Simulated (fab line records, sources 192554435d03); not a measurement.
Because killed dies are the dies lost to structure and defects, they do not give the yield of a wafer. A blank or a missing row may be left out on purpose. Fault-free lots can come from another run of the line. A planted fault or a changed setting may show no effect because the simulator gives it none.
fab line records ; flow n5Finfet
record: lots: 7; wafers: 21
route steps=1938 shown BEOL_M1@753 BEOL_M2@857 BEOL_M3@959 BEOL_M4@1040 BEOL_M5@1132 BEOL_M6@1218
startH: hours from the record's first day to the start of the lot's first wafer shown ; waitH: hours from the lot's prior step to this one ; " unchanged from the row above ; L1.1+2: several wafers, shown together as one row ; - no value, or no start was given ; * or withheld: withheld ; < > ~ a bound
route shown NAME@n: NAME is a module with steps in the file, n the number in the route of the first one ; usual: average and standard deviation across the fault-free wafers ; same: alike in all rows ; chamber/n: place in a boat ; sites: the reading at each site ; _std_site: standard deviation of those values ; _edge_site: inner sites' mean taken away from outer sites' mean ; radiusMm: how far each site lies from the wafer's centre ; mask NAME#n: copy n ; behind: tool/chamber where the wafer was last shaped ; hold: what put the lot on hold/how long, in hours/how the hold closed ; device: which transistor (n, p or np) failed to switch ; end of line: the route-end tests of the same wafers ; a step given without rows: its recipe and nothing more ; killed: dies lost to structure and defects at the first sort, not the wafer's yield ; map: a wafer's dies, x killed, . not, _ none there
set.NAME: the setting as run; set.NAME@STEP: as run at that earlier step ; model.NAME: the simulator's own value behind a step, which no gauge read
one table per step and one row per wafer, for lots whose settings were changed on purpose
== steps ==
step: N5_BEOL_M1_PECVD_72
recipe: material: SiO2; targetThkA: 160; tempC: 400; precursor: TEOS/O2; pressureTorr: 5.5; rfW: 450; teosFlowSccm: 53.8; gas: O2; flowSccm: 3000; timeS: 18
lot.wafer;tool;chamber;startH;waitH;set.timeS;model.SiO2_of_BEOL_M1_PECVD_72.thkNm
L077.1;pecvd-03;1;138.85;0.0;18;15.4
L077.2;pecvd-03;2;138.85;0.0;18;15.6
L077.4;pecvd-03;2;138.85;0.0;18;16
L078.2;pecvd-03;2;146.15;0.0;18;15.4
L078.4;pecvd-03;1;146.15;0.0;16.53;14.4
L078.5;pecvd-03;0;146.15;0.0;16.53;14.6
L080.1;pecvd-04;0;156.23;0.0;18;15.4
L080.2;pecvd-04;2;156.23;0.0;18;15.8
L080.5;pecvd-04;2;156.23;0.0;18;16.2
L096.3;pecvd-04;1;254.85;0.1;19.01;16.8
L096.4;pecvd-04;0;254.85;0.1;19.01;17.2
L096.6;pecvd-04;1;254.85;0.1;18;15.8
L090.2;pecvd-03;0;255.89;0.0;16.28;14.2
L090.3;pecvd-03;2;255.89;0.0;18;15.6
L090.5;pecvd-03;2;255.89;0.0;18;16
L092.3+6;pecvd-02;2;257.54;0.1;18;16.2
L092.4;pecvd-02;0;257.54;0.1;18;16.4
L097.1;pecvd-02;0;258.01;0.0;16;14.4
L097.2;pecvd-02;2;258.01;0.0;16;14.2
L097.5;pecvd-02;0;258.01;0.0;18;16.4
step: N5_BEOL_M1_HM_DEP_02
recipe: material: TiN; targetThkA: 200; tempC: 25; chamberPressurePa: 0.49996
lot.wafer;tool;chamber;startH;waitH;set.targetThkA;model.TiN_of_BEOL_M1_HM_DEP_02.thkNm
L077.1;pvdSputter-03;-;138.90;0.0;200;20
L077.2;pvdSputter-03;-;138.90;0.0;200;20.2
L077.4;pvdSputter-03;-;138.90;0.0;206.9;20.6
L078.2+5;pvdSputter-01;-;147.00;0.8;218.7;22.2
L078.4;pvdSputter-01;-;147.00;0.8;200;20.4
L080.1;pvdSputter-02;-;158.26;2.0;200;20
L080.2+5;pvdSputter-02;-;158.26;2.0;200;19.8
L096.3;pvdSputter-01;-;254.93;0.1;200;20.2
L096.4;pvdSputter-01;-;254.93;0.1;209.8;21.2
L096.6;pvdSputter-01;-;254.93;0.1;200;20.4
L090.2;pvdSputter-02;-;256.31;0.4;221.8;21.6
L090.3;pvdSputter-02;-;256.31;0.4;200;19.8
L090.5;pvdSputter-02;-;256.31;0.4;221.8;21.8
L092.3;pvdSputter-01;-;259.05;1.5;200;20
L092.4;pvdSputter-01;-;259.05;1.5;200;19.8
L092.6;pvdSputter-01;-;259.05;1.5;200;20.2
L097.1;pvdSputter-01;-;259.25;1.2;189.8;19.4
L097.2+5;pvdSputter-01;-;259.25;1.2;200;20.2
step: N5_BEOL_M1_COAT_61
recipe: resist: SOC; tempC: 250; timeS: 60; spinRpm: 1500; resistThkNm: 60
step: N5_BEOL_M1_COAT_62
recipe: resist: SiARC; tempC: 220; timeS: 60; spinRpm: 1500; resistThkNm: 12
step: N5_BEOL_M1_STRIP_75
recipe: chemistry: N2/H2; tempC: 40; n2FlowSccm: 200; h2FlowSccm: 200; rfFrequencyHz: 6e+07
step: N5_BEOL_M1_STRIP_66
recipe: chemistry: CF4; resist: SiARC; powerW: 300; biasPowerW: 75; pressureMtorr: 50; cf4FlowSccm: 150; rfFrequencyHz: 6e+07
step: N5_BEOL_M1_HM_OPEN_17
recipe: chemistry: Cl2/BCl3; targetDepthA: 200; overetchA: 60; target: TiN; maskMaterial: SOC; ionEnergyEv: 150; pressureMtorr: 10; icpW: 1000; biasW: 126; Cl2_flow_sccm: 53.25; bcl3FlowSccm: 21.75; Ar_flow_sccm: 25
lot.wafer;tool;chamber;startH;waitH;set.targetThkA@BEOL_M1_HM_DEP_02;model.etch.depthNm
L077.1;rieMetal-03;0;139.66;0.0;200;19.94
L077.2;rieMetal-03;1;139.66;0.0;200;20.14
L077.4;rieMetal-03;0;139.66;0.0;206.9;20.68
L078.2;rieMetal-03;1;147.89;0.0;218.7;22.18
L078.4;rieMetal-03;0;147.89;0.0;200;20.39
L078.5;rieMetal-03;1;147.89;0.0;218.7;22.26
L080.1;rieMetal-03;0;159.14;0.0;200;20.03
L080.2;rieMetal-03;1;159.14;0.0;200;19.77
L080.5;rieMetal-03;0;159.14;0.0;200;19.87
L096.3;rieMetal-03;1;255.99;0.1;200;20.13
L096.4;rieMetal-03;1;255.99;0.1;209.8;21.25
L096.6;rieMetal-03;1;255.99;0.1;200;20.32
L090.2;rieMetal-03;1;257.23;0.1;221.8;21.66
L090.3;rieMetal-03;1;257.23;0.1;200;19.87
L090.5;rieMetal-03;1;257.23;0.1;221.8;21.81
L092.3;rieMetal-01;0;260.35;0.1;200;20.04
L092.4;rieMetal-01;1;260.35;0.1;200;19.86
L092.6;rieMetal-01;1;260.35;0.1;200;20.13
L097.1;rieMetal-02;0;260.37;0.0;189.8;19.35
L097.2+5;rieMetal-02;1;260.37;0.0;200;20.27
step: N5_BEOL_M1_STRIP_19
recipe: chemistry: O2; powerW: 400; tempC: 40; pressureMtorr: 30; rfFrequencyHz: 6e+07; biasPowerW: 0; overashFraction: 0.2; o2FlowSccm: 225
step: N5_BEOL_M1_STRIP_97
recipe: chemistry: N2/H2; timeS: 10; powerW: 450; tempC: 40; pressureMtorr: 20; rfFrequencyHz: 6e+07; biasPowerW: 7; n2FlowSccm: 200; h2FlowSccm: 200
step: N5_BEOL_M1_HM_STRIP_39
recipe: chemistry: peroxideTinStrip; material: TiN; targetDepthA: 250; tempC: 50; timeS: 158
lot.wafer;tool;chamber;startH;waitH;set.timeS@BEOL_M1_PECVD_72;model.SiO2_of_BEOL_M1_PECVD_72.thkNm
L077.1+2;wetBench-01;5,3;143.06;0.0;18;15.4
L077.4;wetBench-01;1;143.06;0.0;18;15.8
L078.2;wetBench-03;5;152.48;0.0;18;15.2
L078.4;wetBench-03;2;152.48;0.0;16.53;14.4
L078.5;wetBench-03;1;152.48;0.0;16.53;14.6
L080.1;wetBench-03;6;163.61;0.0;18;15.2
L080.2;wetBench-03;5;163.61;0.0;18;15.8
L080.5;wetBench-03;7;163.61;0.0;18;16
L096.3;wetBench-01;7;259.23;0.1;19.01;16.6
L096.4;wetBench-01;5;259.23;0.1;19.01;17.2
L096.6;wetBench-01;0;259.23;0.1;18;15.8
L090.2;wetBench-05;4;262.53;0.0;16.28;14
L090.3;wetBench-05;7;262.53;0.0;18;15.4
L090.5;wetBench-05;6;262.53;0.0;18;16
L092.3;wetBench-03;0;263.05;0.0;18;16.2
L092.4;wetBench-03;5;263.05;0.0;18;16.4
L092.6;wetBench-03;1;263.05;0.0;18;16
L097.1;wetBench-03;5;265.52;0.0;16;14.2
L097.2;wetBench-03;7;265.52;0.0;16;14
L097.5;wetBench-03;0;265.52;0.0;18;16.2
step: N5_BEOL_M2_DESCUM_16
recipe: chemistry: O2; timeS: 7; sourcePowerW: 50; biasPowerW: 20; pressureMtorr: 20; rfFrequencyHz: 2.712e+07; tempC: 40; resist: CAR-EUV; o2FlowSccm: 225
lot.wafer;tool;chamber;startH;waitH;set.timeS;model.CAR-EUV_of_BEOL_M2_COAT_05.thkNm
L077.1;rieDiel-06;3;148.58;0.0;6.345;26.4
L077.2;rieDiel-06;0;148.58;0.0;7;26
L077.4;rieDiel-06;1;148.58;0.0;6.345;26.2
L078.2+4;rieDiel-01;3,1;159.43;0.3;7;26.2
L078.5;rieDiel-01;3;159.43;0.3;7.528;26
L080.1;rieDiel-01;0;169.60;0.1;7;26
L080.2+5;rieDiel-01;2,3;169.60;0.1;7;26.2
L096.3+4;rieDiel-01;2,1;263.84;0.0;7;26.2
L096.6;rieDiel-01;3;263.84;0.0;7;26
L090.2+5;rieDiel-06;1,2;269.61;0.0;6.256;26.4
L090.3;rieDiel-06;2;269.61;0.0;7;26
L092.3+6;rieDiel-05;0;270.01;0.1;7;26
L092.4;rieDiel-05;1;270.01;0.1;7;26.2
L097.1+5;rieDiel-06;3;272.89;0.0;7;26
L097.2;rieDiel-06;0;272.89;0.0;8.439;25.4
step: N5_BEOL_M2_COAT_68
recipe: resist: SiARC; tempC: 220; timeS: 60; spinRpm: 1500; resistThkNm: 12
lot.wafer;tool;chamber;startH;waitH;set.spinRpm;model.SiARC_of_BEOL_M2_COAT_68.thkNm
L077.1;lithoTrack-04;0;-;-;1620;11.6
L077.2+4;lithoTrack-04;0;-;-;1500;12
L078.2;lithoTrack-02;0;-;-;1601;11.6
L078.4+5;lithoTrack-02;0;-;-;1500;12
L080.1;lithoTrack-02;0;-;-;1500;12
L080.2+5;lithoTrack-02;0;-;-;1361;12.6
L096.3;lithoTrack-05;0;-;-;1500;12
L096.4+6;lithoTrack-05;0;-;-;1637;11.6
L090.2+3+5;lithoTrack-05;0;-;-;1500;12
L092.3+4+6;lithoTrack-05;0;-;-;1500;12
L097.1+2;lithoTrack-02;0;-;-;1500;12
L097.5;lithoTrack-02;0;-;-;1390;12.4
step: N5_BEOL_M2_COAT_76
recipe: resist: underlayer; tempC: 205; timeS: 60; spinRpm: 1500; resistThkNm: 5
step: N5_BEOL_M2_COAT_22
recipe: resist: CAR-EUV; spinRpm: 1500; resistThkNm: 30
step: N5_BEOL_M2_DESCUM_33
recipe: chemistry: O2; timeS: 7; sourcePowerW: 50; biasPowerW: 20; pressureMtorr: 20; rfFrequencyHz: 2.712e+07; tempC: 40; resist: CAR-EUV; o2FlowSccm: 225
step: N5_BEOL_M2_ETCH_77
recipe: chemistry: N2/H2; target: underlayer; targetDepthA: 65; maskMaterial: CAR-EUV; timeS: 5.2; ionEnergyEv: 200; pressureMtorr: 30; sourceW: 840; biasW: 150; n2FlowSccm: 200; h2FlowSccm: 200; ends: cleared
step: N5_BEOL_M2_ETCH_69
recipe: chemistry: CF4; target: SiARC; targetDepthA: 156; maskMaterial: CAR-EUV; timeS: 26; ionEnergyEv: 80; pressureMtorr: 40; sourceW: 545; biasW: 36; Ar_flow_sccm: 100; cf4FlowSccm: 100; ends: cleared
lot.wafer;tool;chamber;startH;waitH;set.spinRpm@BEOL_M2_COAT_68;model.etch.depthNm
L077.1;rieDiel-01;0;149.72;0.0;1620;11.55
L077.2;rieDiel-01;3;149.72;0.0;1500;12
L077.4;rieDiel-01;1;149.72;0.0;1500;11.99
L078.2;rieDiel-01;0;160.41;0.0;1601;11.62
L078.4;rieDiel-01;1;160.41;0.0;1500;12
L078.5;rieDiel-01;1;160.41;0.0;1500;12.03
L080.1;rieDiel-05;0;170.53;0.0;1500;12.03
L080.2+5;rieDiel-05;2;170.53;0.0;1361;12.59
L096.3;rieDiel-06;1;264.89;0.0;1500;11.97
L096.4+6;rieDiel-06;3,2;264.89;0.0;1637;11.51
L090.2;rieDiel-06;1;270.54;0.0;1500;11.98
L090.3;rieDiel-06;0;270.54;0.0;1500;11.97
L090.5;rieDiel-06;3;270.54;0.0;1500;12.02
L092.3;rieDiel-01;2;270.94;0.0;1500;11.98
L092.4;rieDiel-01;0;270.94;0.0;1500;11.99
L092.6;rieDiel-01;2;270.94;0.0;1500;12
L097.1+2;rieDiel-01;3,0;274.12;0.0;1500;11.97
L097.5;rieDiel-01;3;274.12;0.0;1390;12.45
step: N5_BEOL_M3_COAT_76
recipe: resist: underlayer; tempC: 205; timeS: 60; spinRpm: 1500; resistThkNm: 5
lot.wafer;tool;chamber;startH;waitH;set.spinRpm
L077.1+2+4;lithoTrack-05;0;-;-;1500
L078.2+4;lithoTrack-05;0;-;-;1571
L078.5;lithoTrack-05;0;-;-;1500
L080.1+2;lithoTrack-05;0;-;-;1500
L080.5;lithoTrack-05;0;-;-;1584
L096.3+6;lithoTrack-03;0;-;-;1500
L096.4;lithoTrack-03;0;-;-;1570
L090.2+3;lithoTrack-05;0;-;-;1500
L090.5;lithoTrack-05;0;-;-;1669
L092.3+4+6;lithoTrack-03;0;-;-;1500
L097.1+2;lithoTrack-01;0;-;-;1500
L097.5;lithoTrack-01;0;-;-;1389
step: N5_BEOL_M3_COAT_22
recipe: resist: CAR-EUV; spinRpm: 1500; resistThkNm: 30
step: N5_BEOL_M3_EBR_24
recipe: solvent: PGMEA; ebrWidthMm: 1.5
step: N5_BEOL_M3_DESCUM_33
recipe: chemistry: O2; timeS: 7; sourcePowerW: 50; biasPowerW: 20; pressureMtorr: 20; rfFrequencyHz: 2.712e+07; tempC: 40; resist: CAR-EUV; o2FlowSccm: 225
step: N5_BEOL_M3_ETCH_77
recipe: chemistry: N2/H2; target: underlayer; targetDepthA: 65; maskMaterial: CAR-EUV; timeS: 5.2; ionEnergyEv: 200; pressureMtorr: 30; sourceW: 840; biasW: 150; n2FlowSccm: 200; h2FlowSccm: 200; ends: cleared
lot.wafer;tool;chamber;startH;waitH;set.spinRpm@BEOL_M3_COAT_76;model.etch.depthNm
L077.1;rieDiel-04;1;161.69;0.0;1500;5.019
L077.2;rieDiel-04;0;161.69;0.0;1500;5.02
L077.4;rieDiel-04;2;161.69;0.0;1500;5.022
L078.2;rieDiel-04;2;170.50;0.0;1571;4.864
L078.4;rieDiel-04;3;170.50;0.0;1571;4.871
L078.5;rieDiel-04;2;170.50;0.0;1500;4.975
L080.1;rieDiel-02;0;179.02;0.0;1500;5.027
L080.2;rieDiel-02;3;179.02;0.0;1500;5.015
L080.5;rieDiel-02;3;179.02;0.0;1584;4.878
L096.3;rieDiel-03;2;276.93;0.0;1500;4.986
L096.4;rieDiel-03;3;276.93;0.0;1570;4.864
L096.6;rieDiel-03;0;276.93;0.0;1500;5
L090.2;rieDiel-02;0;282.45;0.0;1500;4.979
L090.3;rieDiel-02;2;282.45;0.0;1500;4.98
L090.5;rieDiel-02;2;282.45;0.0;1669;4.727
L092.3;rieDiel-03;0;282.85;0.0;1500;4.968
L092.4;rieDiel-03;2;282.85;0.0;1500;4.977
L092.6;rieDiel-03;0;282.85;0.0;1500;4.974
L097.1;rieDiel-04;1;285.42;0.0;1500;5.005
L097.2;rieDiel-04;0;285.42;0.0;1500;4.985
L097.5;rieDiel-04;0;285.42;0.0;1389;5.186
step: N5_BEOL_M4_ETCH_64
recipe: chemistry: N2/H2; target: SOC; targetDepthA: 750; overetchA: 225; maskMaterial: SiARC; tempC: 40; timeS: 121.9; ionEnergyEv: 200; pressureMtorr: 30; sourceW: 840; biasW: 150; n2FlowSccm: 200; h2FlowSccm: 200
usual: rfVppV: 523.5/1.8
lot.wafer;tool;chamber;startH;waitH;set.biasW;rfVppV;model.SiARC_of_BEOL_M4_COAT_62.thkNm
L077.1;rieDiel-06;3;181.44;0.0;150;522.6;6.8
L077.2;rieDiel-06;0;181.44;0.0;150;525.3;6.6
L077.4;rieDiel-06;2;181.44;0.0;128.6;476.1;7.2
L078.2;rieDiel-06;2;182.59;0.0;165;558.5;5.6
L078.4;rieDiel-06;1;182.59;0.0;165;553.2;5.8
L078.5;rieDiel-06;1;182.59;0.0;150;520.0;6.4
L080.1;rieDiel-06;0;189.50;0.0;150;525.6;6.6
L080.2;rieDiel-06;2;189.50;0.0;150;524.9;6.2
L080.5;rieDiel-06;3;189.50;0.0;150;523.4;6.8
L096.3;rieDiel-06;3;291.50;0.0;157.8;539.1;6.2
L096.4;rieDiel-06;1;291.50;0.0;157.8;537.8;6
L096.6;rieDiel-06;0;291.50;0.0;150;524.5;6.6
L090.2;rieDiel-01;3;294.69;0.0;150;524.6;6.2
L090.3;rieDiel-01;2;294.69;0.0;150;521.0;6.6
L090.5;rieDiel-01;1;294.69;0.0;126.6;470.2;7.4
L092.3;rieDiel-05;3;295.26;0.0;150;522.4;6.2
L092.4;rieDiel-05;2;295.26;0.0;150;525.5;6.2
L092.6;rieDiel-05;3;295.26;0.0;150;522.8;6.2
L097.1;rieDiel-01;0;299.27;0.0;150;524.9;6
L097.2;rieDiel-01;3;299.27;0.0;150;523.5;6.2
L097.5;rieDiel-01;3;299.27;0.0;173.4;575.2;5
step: N5_BEOL_M5_ETCH_62
recipe: chemistry: N2/H2; target: SOC; targetDepthA: 750; overetchA: 150; maskMaterial: SiARC; tempC: 40; timeS: 112.5; ionEnergyEv: 200; pressureMtorr: 30; sourceW: 840; biasW: 150; n2FlowSccm: 200; h2FlowSccm: 200
usual: rfVppV: 523.4/2.2
lot.wafer;tool;chamber;startH;waitH;set.sourceW;rfVppV
L077.1;rieDiel-04;3;192.26;0.0;840;522.0
L077.2;rieDiel-04;2;192.26;0.0;962;501.0
L077.4;rieDiel-04;0;192.26;0.0;962;499.5
L078.2;rieDiel-04;2;195.07;0.0;700.4;555.5
L078.4;rieDiel-04;3;195.07;0.0;700.4;555.2
L078.5;rieDiel-04;0;195.07;0.0;840;524.5
L080.1;rieDiel-03;1;202.31;0.0;840;528.1
L080.2;rieDiel-03;3;202.31;0.0;840;525.7
L080.5;rieDiel-03;0;202.31;0.0;840;521.9
L096.3;rieDiel-02;2;316.32;0.0;926.3;507.7
L096.4;rieDiel-02;3;316.32;0.0;926.3;511.1
L096.6;rieDiel-02;1;316.32;0.0;926.3;505.4
L090.2;rieDiel-03;3;327.29;0.0;883.8;515.4
L090.3;rieDiel-03;2;327.29;0.0;840;521.3
L090.5;rieDiel-03;0;327.29;0.0;883.8;511.2
L092.3;rieDiel-03;0;335.38;0.0;840;521.0
L092.4;rieDiel-03;3;335.38;0.0;840;526.3
L092.6;rieDiel-03;0;335.38;0.0;840;520.6
L097.1;rieDiel-04;1;335.69;0.0;790.7;532.2
L097.2;rieDiel-04;0;335.69;0.0;840;522.6
L097.5;rieDiel-04;0;335.69;0.0;840;523.6
step: N5_BEOL_M5_COAT_74
recipe: resist: underlayer; tempC: 205; timeS: 60; spinRpm: 1500; resistThkNm: 5
lot.wafer;tool;chamber;startH;waitH;set.spinRpm
L077.1+2+4;lithoTrack-05;0;-;-;1500
L078.2+5;lithoTrack-03;0;-;-;1500
L078.4;lithoTrack-03;0;-;-;1410
L080.1+2;lithoTrack-05;0;-;-;1500
L080.5;lithoTrack-05;0;-;-;1395
L096.3+4+6;lithoTrack-05;0;-;-;1500
L090.2+3+5;lithoTrack-05;0;-;-;1500
L097.1+2;lithoTrack-02;0;-;-;1668
L097.5;lithoTrack-02;0;-;-;1500
L092.3+4+6;lithoTrack-02;0;-;-;1500
step: N5_BEOL_M5_COAT_22
recipe: resist: CAR-EUV; spinRpm: 1500; resistThkNm: 30
step: N5_BEOL_M5_EBR_24
recipe: solvent: PGMEA; ebrWidthMm: 1.5
step: N5_BEOL_M5_DESCUM_33
recipe: chemistry: O2; timeS: 7; sourcePowerW: 50; biasPowerW: 20; pressureMtorr: 20; rfFrequencyHz: 2.712e+07; tempC: 40; resist: CAR-EUV; o2FlowSccm: 225
step: N5_BEOL_M5_ETCH_75
recipe: chemistry: N2/H2; target: underlayer; targetDepthA: 65; maskMaterial: CAR-EUV; timeS: 5.2; ionEnergyEv: 200; pressureMtorr: 30; sourceW: 840; biasW: 150; n2FlowSccm: 200; h2FlowSccm: 200; ends: cleared
lot.wafer;tool;chamber;startH;waitH;set.spinRpm@BEOL_M5_COAT_74;model.etch.depthNm
L077.1;rieDiel-04;2;194.63;0.0;1500;5.009
L077.2;rieDiel-04;0;194.63;0.0;1500;5.008
L077.4;rieDiel-04;1;194.63;0.0;1500;5.016
L078.2;rieDiel-04;0;196.18;0.0;1500;4.984
L078.4;rieDiel-04;2;196.18;0.0;1410;5.142
L078.5;rieDiel-04;2;196.18;0.0;1500;4.989
L080.1;rieDiel-03;2;203.14;0.0;1500;5.015
L080.2;rieDiel-03;1;203.14;0.0;1500;5.006
L080.5;rieDiel-03;3;203.14;0.0;1395;5.193
L096.3+4;rieDiel-03;2,0;320.09;0.0;1500;4.999
L096.6;rieDiel-03;2;320.09;0.0;1500;4.996
L090.2;rieDiel-03;0;328.46;0.0;1500;4.97
L090.3;rieDiel-03;3;328.46;0.0;1500;4.955
L090.5;rieDiel-03;2;328.46;0.0;1500;4.957
L097.1;rieDiel-02;2;338.30;0.0;1668;4.747
L097.2;rieDiel-02;0;338.30;0.0;1668;4.753
L097.5;rieDiel-02;2;338.30;0.0;1500;5.013
L092.3+4;rieDiel-02;0,1;339.20;0.0;1500;5.006
L092.6;rieDiel-02;2;339.20;0.0;1500;5.023
step: N5_BEOL_M6_COAT_63
recipe: resist: SOC; tempC: 250; timeS: 60; spinRpm: 1500; resistThkNm: 60
lot.wafer;tool;chamber;startH;waitH;set.spinRpm;model.SOC_of_BEOL_M6_COAT_63.thkNm
L077.1;lithoTrack-01;0;207.32;2.6;1500;60
L077.2;lithoTrack-01;0;207.32;2.6;1500;60.2
L077.4;lithoTrack-01;0;207.32;2.6;1659;57
L078.2;lithoTrack-04;0;207.88;1.9;1500;60
L078.4;lithoTrack-04;0;207.88;1.9;1668;56.8
L078.5;lithoTrack-04;0;207.88;1.9;1668;57
L080.1;lithoTrack-01;0;213.94;0.9;1500;60.2
L080.2+5;lithoTrack-01;0;213.94;0.9;1389;62.4
L096.3+6;lithoTrack-01;0;333.38;3.9;1500;59.8
L096.4;lithoTrack-01;0;333.38;3.9;1554;58.6
L090.2+5;lithoTrack-01;0;343.68;4.6;1623;58
L090.3;lithoTrack-01;0;343.68;4.6;1500;60
L097.1;lithoTrack-01;0;349.53;2.0;1500;59.8
L097.2+5;lithoTrack-01;0;349.53;2.0;1500;60
L092.3+4;lithoTrack-03;0;354.56;2.2;1500;60.4
L092.6;lithoTrack-03;0;354.56;2.2;1500;60.2
== key ==
split: step: N5_BEOL_M1_PECVD_72; setting: timeS; stated: 18; by: wafer
response: step: N5_BEOL_M1_PECVD_72; reading: model.SiO2_of_BEOL_M1_PECVD_72.thkNm; change: +0.168; per: 1%; r: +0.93
response: step: N5_BEOL_M1_HM_STRIP_39; reading: model.SiO2_of_BEOL_M1_PECVD_72.thkNm; change: +0.164; per: 1%; r: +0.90
split: step: N5_BEOL_M1_HM_DEP_02; setting: targetThkA; stated: 200; by: wafer
response: step: N5_BEOL_M1_HM_DEP_02; reading: model.TiN_of_BEOL_M1_HM_DEP_02.thkNm; change: +0.178; per: 1%; r: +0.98
response: step: N5_BEOL_M1_HM_OPEN_17; reading: model.etch.depthNm; change: +0.184; per: 1%; r: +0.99
split: step: N5_BEOL_M2_DESCUM_16; setting: timeS; stated: 7; by: wafer
response: step: N5_BEOL_M2_DESCUM_16; reading: model.CAR-EUV_of_BEOL_M2_COAT_05.thkNm; change: -0.0307; per: 1%; r: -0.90
split: step: N5_BEOL_M2_COAT_68; setting: spinRpm; stated: 1500; by: wafer
response: step: N5_BEOL_M2_COAT_68; reading: model.SiARC_of_BEOL_M2_COAT_68.thkNm; change: -0.0543; per: 1%; r: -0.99
response: step: N5_BEOL_M2_ETCH_69; reading: model.etch.depthNm; change: -0.0576; per: 1%; r: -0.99
split: step: N5_BEOL_M3_COAT_76; setting: spinRpm; stated: 1500; by: wafer
response: step: N5_BEOL_M3_ETCH_77; reading: model.etch.depthNm; change: -0.024; per: 1%; r: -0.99
split: step: N5_BEOL_M4_ETCH_64; setting: biasW; stated: 150; by: wafer
response: step: N5_BEOL_M4_ETCH_64; reading: rfVppV; change: +3.34; per: 1%; r: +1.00
response: step: N5_BEOL_M4_ETCH_64; reading: model.SiARC_of_BEOL_M4_COAT_62.thkNm; change: -0.0606; per: 1%; r: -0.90
split: step: N5_BEOL_M5_ETCH_62; setting: sourceW; stated: 840; by: wafer
response: step: N5_BEOL_M5_ETCH_62; reading: rfVppV; change: -1.68; per: 1%; r: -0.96
split: step: N5_BEOL_M5_COAT_74; setting: spinRpm; stated: 1500; by: wafer
response: step: N5_BEOL_M5_ETCH_75; reading: model.etch.depthNm; change: -0.0245; per: 1%; r: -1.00
split: step: N5_BEOL_M6_COAT_63; setting: spinRpm; stated: 1500; by: wafer
response: step: N5_BEOL_M6_COAT_63; reading: model.SOC_of_BEOL_M6_COAT_63.thkNm; change: -0.281; per: 1%; r: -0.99
